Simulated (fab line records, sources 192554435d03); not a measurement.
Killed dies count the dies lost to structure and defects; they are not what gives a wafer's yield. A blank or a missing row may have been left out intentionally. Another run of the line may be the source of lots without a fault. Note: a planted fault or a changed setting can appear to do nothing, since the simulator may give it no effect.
Chamber matching	flow n5Finfet	N5_FIN_SAQP_PECVD_06 on pecvd-02: 3 sister chambers
The step deposits a-Si from SiH4/He, target thk 60 nm, time 48.1 s. 3 wafers are shown with their chamber, then 8 later ones without.

== EACH WAFER AND ITS CHAMBER ==
wafer	chamber	throttleValvePct (%)
L082.1	0	16.9
L082.2	1	19.2
L083.2	2	19.5

== WAFERS WITH NO CHAMBER GIVEN ==
wafer	throttleValvePct (%)
L083.5	19.0
L083.6	16.9
L086.1	19.5
L086.2	17.0
L086.6	19.4
L097.3	19.4
L097.5	16.9
L097.6	19.6

== WHICH CHAMBER EACH ONE RAN IN ==
wafer	from the rows above	in truth
L083.5	1	1
L083.6	0	0
L086.1	2	2
L086.2	0	0
L086.6	can't be placed: 2 or 1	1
L097.3	can't be placed: 2 or 1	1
L097.5	0	0
L097.6	2	2
Correct placement for 6 of the 8. Can't be placed from these rows: 2 (the true chamber is among the candidates in 2). Wrongly placed: 0.
How it was worked out, from the rows above alone: a wafer's distance from a chamber is the root of the sum, over the readings, of the square of ((its reading less the chamber's mean) divided by the reading's scatter). If the next closest chamber is less than 2 further off than the closest, the wafer can't be placed; otherwise it belongs to the closest. For every chamber, the mean is computed from those of its wafers that are shown. The scatter (one wafer shown for each chamber): square how far every hidden wafer sits from the nearest shown wafer, average those squares and take the square root.
